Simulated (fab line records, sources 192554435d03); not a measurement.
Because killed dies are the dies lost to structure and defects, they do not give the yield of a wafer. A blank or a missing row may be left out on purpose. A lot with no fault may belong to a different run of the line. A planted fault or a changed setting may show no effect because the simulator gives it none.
Split-lot trial    flow n5 finfet    21 wafers read from 7 lots, route of 1938 steps

== SPLIT DETAILS ==
At N5_ILD0_ALD_15 (deposits SiNx, target thk 24 nm, pulse time 1 s, ald cycles 480), the setting ald cycles was moved away from the recipe's 480 on 4 of the 21 wafers read, by -9.8% to +12.5%. This setting was run at the recipe's value on the other wafers.

The reading is taken at the split's own step.

== THE READING ==
SiNx_of_ILD0_ALD_15.thk nm (the simulator's own value, which no gauge read), in nm, at N5_ILD0_ALD_15 (deposits SiNx, target thk 24 nm, pulse time 1 s, ald cycles 480). The file gives no usual value for it. Average 24.0 nm, standard deviation 0.12 nm, over the 17 wafers here run with the recipe.

wafer   tool, chamber at the split  ald cycles as run  against the recipe  SiNx_of_ILD0_ALD_15.thk nm, nm  against lot-mates on the recipe
L078.2  ald sin-04, 2               480                recipe              23.8                            -
L078.3  ald sin-04, 1,2             480                recipe              24                              -
L078.5  ald sin-04, 1,2             480                recipe              24                              -
L085.1  ald sin-04, 2               480                recipe              24.2                            -
L085.4  ald sin-04, 0               480                recipe              24                              -
L085.5  ald sin-04, 1               540                +12.5%              27                              +2.9
L086.1  ald sin-02, 0               480                recipe              24                              -
L086.5  ald sin-02, 3,0             433                -9.8%               21.6                            -2.4
L086.6  ald sin-02, 3,0             433                -9.8%               21.6                            -2.4
L092.1  ald sin-04, 1,2             480                recipe              24.2                            -
L092.4  ald sin-04, 1,2             480                recipe              24.2                            -
L092.6  ald sin-04, 2               433                -9.8%               21.8                            -2.4
L093.2  ald sin-03, 0,1             480                recipe              24                              -
L093.4  ald sin-03, 0,1             480                recipe              24                              -
L093.6  ald sin-03, 1               480                recipe              23.8                            -
L094.2  ald sin-03, 3,2,0           480                recipe              24                              -
L094.3  ald sin-03, 3,2,0           480                recipe              24                              -
L094.6  ald sin-03, 3,2,0           480                recipe              24                              -
L096.1  ald sin-02, 0,2             480                recipe              24                              -
L096.3  ald sin-02, 0,2             480                recipe              24                              -
L096.2  ald sin-02, 3               480                recipe              23.8                            -
Where a row lists several chambers, the file gives one row for several wafers and doesn't say which wafer went through which chamber.

THE FIT
A straight line over all 21 wafers: SiNx_of_ILD0_ALD_15.thk nm changes by +0.239 nm for each +1% of ald cycles; r = +0.99; the points scatter about the line by 0.12 nm.
The same after taking each lot's own level away (the mean of its wafers on the recipe; 21 wafers): +0.24 nm for each +1%; r = +1.00; scatter 0.078 nm.
Per that fit: largest ald cycles move, reading shift of 3 nm.
Across the lots, their own levels run from 23.93 to 24.20 nm, a range of 2.2 times the standard deviation given above.
So the lot-to-lot level changes the slope little: the two slopes agree.
Check: for one of the wafers moved furthest among these (+12.5%), held out of the fit, the line's prediction against its lot-mates is +3.06 nm. It came out at +2.9 nm against them.

== FILE'S OWN FIT ==
SiNx_of_ILD0_ALD_15.thk nm changes by +0.239 nm for each +1% of ald cycles, r = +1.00.
